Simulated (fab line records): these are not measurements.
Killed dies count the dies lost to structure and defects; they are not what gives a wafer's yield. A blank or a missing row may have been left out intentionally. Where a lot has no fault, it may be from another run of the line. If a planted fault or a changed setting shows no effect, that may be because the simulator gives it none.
2 desks, one fault ; flow nandHarc ; only its own numbers are on each desk; what lay behind them is given at the end

THE DEFECT DESK
For each lot, the counts of the inspections along the route, averaged over the sampled wafers that have a number. If a lot's mean is further than 4 standard deviations from the usual mean, the lot is out of limits and carries the mark OUT (the distance appears in the brackets).
Columns: A = rawDefectCount at NHARC_P_BONDPAD_INSPECT_23, usual 343
lot;first seen here;A
L322;day 6 22:33;327
L330;day 10 19:43;274
L331;day 11 03:05;214
L332;day 11 10:27;300
L334;day 11 22:23;298
L337;day 13 16:53;312
L338;day 13 19:06;487
L339;day 14 11:29;341
L340;day 14 11:52;207
L341;day 15 01:33;328
L342;day 15 21:06;352
L343;day 16 08:31;274
L344;day 16 11:33;328
This desk's verdict: no lot among the 13 shows anything out of limits.

THE METROLOGY DESK
Lot by lot, what the gauges showed, no matter which tool ran the lot: averages of those sampled wafers that carry a number. If a lot's mean is further than 4 standard deviations from the usual mean, the lot is out of limits and carries the mark OUT (the distance appears in the brackets).
Columns: A = thkNm at NHARC_A_ONON_D1_THK_MEAS_02, usual 1006 nm
lot;first seen here;A
L322;day 7 22:23;996
L330;day 11 21:43;1245 (+22) OUT
L331;day 12 02:46;1244 (+22) OUT
L332;day 12 09:35;1239 (+21) OUT
L334;day 12 21:46;1022
L337;day 14 17:31;1015
L338;day 14 17:31;1003
L339;day 15 11:03;996
L340;day 15 11:04;1002
L341;day 16 01:58;1017
L342;day 16 20:54;1001
L343;day 17 07:39;996
L344;day 17 12:19;976
This desk's finding: out of limits on L330, L331, L332; first on L330, day 11 21:43 (thkNm at NHARC_A_ONON_D1_THK_MEAS_02). Within limits: L322, L334, L337, L338, L339, L340, L341, L342, L343, L344.

TAKEN TOGETHER
L330, L331, L332 would have let the metrology desk raise an alarm at day 11 21:43.
No out-of-limits result turned up at the defect desk.
The defect desk has L330, L331, L332 on record, within its limits.
Of the lots named, all ran NHARC_A_ONON_D1_DEP_00 on pecvdOnon-02.

WHAT THE SIMULATOR HAD INSERTED
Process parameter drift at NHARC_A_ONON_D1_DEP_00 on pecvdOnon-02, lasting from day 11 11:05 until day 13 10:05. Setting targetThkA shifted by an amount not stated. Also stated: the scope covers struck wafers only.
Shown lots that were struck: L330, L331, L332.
Hours from the fault's start to each desk's first reading out of limits: the metrology desk, 11.
